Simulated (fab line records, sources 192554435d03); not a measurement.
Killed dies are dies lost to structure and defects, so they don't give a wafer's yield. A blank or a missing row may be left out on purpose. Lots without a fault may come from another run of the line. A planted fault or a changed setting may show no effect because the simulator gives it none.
Which tool did it? | flow n5_finfet | 10 lots, 30 wafers sampled, at 3 steps of a route of 1938

WHAT THE GAUGES READ, wafer by wafer
N5_BEOL_M9_CD_MEAS_35: target cd 70 nm, target cd y 40 nm. Usual: cd_nm 70.1 nm, standard deviation 0.55.
lot  | measured     | on        | cd_nm (nm)     | flag
L263 | day 10 06:25 | cd_sem-02 | 70.5 70.1 71.0 |
L264 | day 10 09:44 | cd_sem-02 | 70.8 70.2 70.3 |
L265 | day 10 16:14 | cd_sem-02 | 70.2 70.6 69.6 |
L266 | day 10 16:34 | cd_sem-02 | 70.2 70.1 70.6 |
L267 | day 11 12:40 | cd_sem-02 | 70.6 69.9 69.9 |
L270 | day 12 06:23 | cd_sem-02 | 70.4 70.3 70.4 |
L272 | day 12 15:39 | cd_sem-01 | 70.7 70.2 70.3 |
L281 | day 14 15:05 | cd_sem-02 | 69.7 69.6 69.4 |
L283 | day 15 05:14 | cd_sem-03 | 70.0 69.9 69.3 |
L282 | day 15 16:50 | cd_sem-03 | 70.0 70.1 70.7 |

WHICH TOOL RAN EACH LOT (tool, then ch and the chambers of the sampled wafers, then the start)
lot  | N5_BEOL_M9_ETCH_66                 | N5_BEOL_M9_TRENCH_ETCH_37
L263 | rie_diel-03 ch 0,2,3, day 10 05:54 | rie_diel-03 ch 0,2,3, day 10 06:06
L264 | rie_diel-05 ch 1,2, day 10 09:07   | rie_diel-05 ch 1,2, day 10 09:19
L265 | rie_diel-03 ch 0,1,3, day 10 15:42 | rie_diel-03 ch 0,1,3, day 10 15:54
L266 | rie_diel-05 ch 0,1,3, day 10 16:02 | rie_diel-05 ch 0,1,3, day 10 16:14
L267 | rie_diel-05 ch 1,2, day 11 12:08   | rie_diel-05 ch 1,2, day 11 12:20
L270 | rie_diel-05 ch 0,1,3, day 12 05:52 | rie_diel-05 ch 0,1,3, day 12 06:04
L272 | rie_diel-03 ch 0,3, day 12 15:07   | rie_diel-03 ch 0,3, day 12 15:19
L281 | rie_diel-02 ch 1,2,3, day 14 14:34 | rie_diel-02 ch 1,2,3, day 14 14:46
L283 | rie_diel-05 ch 2,3, day 15 04:42   | rie_diel-05 ch 2,3, day 15 04:54
L282 | rie_diel-03 ch 0,2, day 15 16:19   | rie_diel-03 ch 0,2, day 15 16:31
- N5_BEOL_M9_ETCH_66: etches SOC in N2/H2, target depth 80 nm, overetch 16 nm, time 120 s.
- N5_BEOL_M9_TRENCH_ETCH_37: etches SiCOH lowk in C4F6/O2, target depth 151.43 nm, time 49 s.

WHAT THE TOOLS THEMSELVES READ (means of the sampled wafers that have a number; where no wafer has one, the mark that the record gives instead)
N5_BEOL_M9_ETCH_66. Usual: bias_w 149.9 W, standard deviation 0.42; drypump_motor_current_A 5.5 A, standard deviation 0.48; h2_flow_sccm 200.0 sccm, standard deviation 0.65; oes_product_au 0.60 a.u., standard deviation 0.066; rf_fwd_power_W 835.3 W, standard deviation 2.8; rf_vpp_V 524.1 V, standard deviation 2.2; showerhead_plenum_p_Torr 2.54 Torr, standard deviation 0.074; throttle_valve_pct 17.79 %, standard deviation 0.19.
lot  | tool        | bias_w (W) | drypump_motor_current_A (A) | h2_flow_sccm (sccm) | oes_product_au (a.u.) | rf_fwd_power_W (W) | rf_vpp_V (V) | showerhead_plenum_p_Torr (Torr) | throttle_valve_pct (%) | flag
L263 | rie_diel-03 | 150.1      | 5.3                         | 199.8               | 0.62                  | 835.1              | 523.6        | 2.56                            | 17.74                  |
L264 | rie_diel-05 | 149.9      | 5.4                         | 199.6               | 0.54                  | 835.2              | 524.1        | 2.55                            | 17.91                  |
L265 | rie_diel-03 | 150.1      | 5.4                         | 200.1               | 0.58                  | 835.9              | 523.8        | 2.54                            | 17.72                  |
L266 | rie_diel-05 | 150.0      | 5.7                         | 199.4               | 0.54                  | 836.0              | 523.6        | 2.52                            | 17.98                  |
L267 | rie_diel-05 | 150.2      | 5.5                         | 199.5               | 0.53                  | 835.6              | 524.5        | 2.54                            | 17.92                  |
L270 | rie_diel-05 | 150.0      | 5.7                         | 199.7               | 0.61                  | 835.4              | 522.8        | 2.51                            | 17.86                  |
L272 | rie_diel-03 | 149.4      | 5.5                         | 199.7               | 0.57                  | 839.6              | 524.2        | 2.53                            | 17.84                  |
L281 | rie_diel-02 | 149.7      | 5.5                         | 200.0               | 0.58                  | 838.2              | 525.1        | 2.57                            | 17.81                  |
L283 | rie_diel-05 | 150.2      | 5.8                         | 200.0               | 0.59                  | 836.4              | 523.8        | 2.51                            | 17.95                  |
L282 | rie_diel-03 | 149.6      | 5.1                         | 199.7               | 0.63                  | 831.8              | 524.4        | 2.57                            | 17.77                  |

N5_BEOL_M9_TRENCH_ETCH_37. Usual: bias_w 185.0 W, standard deviation 0.53; drypump_motor_current_A 5.5 A, standard deviation 0.48; mfc_ar_sccm 300.0 sccm, standard deviation 0.93; oes_product_au 0.78 a.u., standard deviation 0.092; rf_fwd_power_W 341.2 W, standard deviation 1.6; rf_vpp_V 661 V, standard deviation 9.7; showerhead_plenum_p_Torr 2.85 Torr, standard deviation 0.079; throttle_valve_pct 20.92 %, standard deviation 0.17.
lot  | tool        | bias_w (W) | drypump_motor_current_A (A) | mfc_ar_sccm (sccm) | oes_product_au (a.u.) | rf_fwd_power_W (W) | rf_vpp_V (V) | showerhead_plenum_p_Torr (Torr) | throttle_valve_pct (%) | flag
L263 | rie_diel-03 | 185.0      | 5.2                         | 299.5              | 0.81                  | 341.6              | 657          | 2.86                            | 20.87                  |
L264 | rie_diel-05 | 184.7      | 5.5                         | 298.7              | 0.69                  | 342.0              | 664          | 2.84                            | 20.94                  |
L265 | rie_diel-03 | 185.1      | 5.5                         | 300.2              | 0.76                  | 342.2              | 660          | 2.85                            | 20.86                  |
L266 | rie_diel-05 | 184.6      | 5.7                         | 299.4              | 0.70                  | 340.9              | 658          | 2.82                            | 21.09                  |
L267 | rie_diel-05 | 203.7      | 5.5                         | 299.6              | 0.70                  | 340.5              | 716          | 2.84                            | 20.97                  | OFF
L270 | rie_diel-05 | 203.5      | 5.7                         | 301.0              | 0.81                  | 341.2              | 710          | 2.81                            | 21.00                  | OFF
L272 | rie_diel-03 | 184.9      | 5.5                         | 299.0              | 0.74                  | 341.7              | 657          | 2.83                            | 20.86                  |
L281 | rie_diel-02 | 185.5      | 5.5                         | 300.3              | 0.77                  | 341.6              | 666          | 2.87                            | 20.90                  |
L283 | rie_diel-05 | 184.7      | 5.8                         | 300.4              | 0.77                  | 341.2              | 662          | 2.81                            | 21.07                  |
L282 | rie_diel-03 | 185.1      | 5.1                         | 299.0              | 0.82                  | 341.2              | 655          | 2.88                            | 20.88                  |

THE ANSWER, worked out from the rows above alone
Rule: a lot is off if the mean of its wafers that have a number lies more than 3 standard deviations from the usual mean. A lot without any number at a reading at which 4 lots or more have one is off too. The other lots that the step has rows for count as sound. The gauges are gone through in route order, then the tools' own readings, and for those a lot's mean is taken as printed above. The first step at which some lot is off is used, and at that step the reading that is off furthest; a lot without a number counts as furthest.
Off: L267, L270, at N5_BEOL_M9_TRENCH_ETCH_37 (bias_w).
A tool fits if, at that step or a process step before it, it ran every lot that is off, and no sound lot after the first of them. None of those tried fits.

WHAT THE SIMULATOR HAD PUT IN
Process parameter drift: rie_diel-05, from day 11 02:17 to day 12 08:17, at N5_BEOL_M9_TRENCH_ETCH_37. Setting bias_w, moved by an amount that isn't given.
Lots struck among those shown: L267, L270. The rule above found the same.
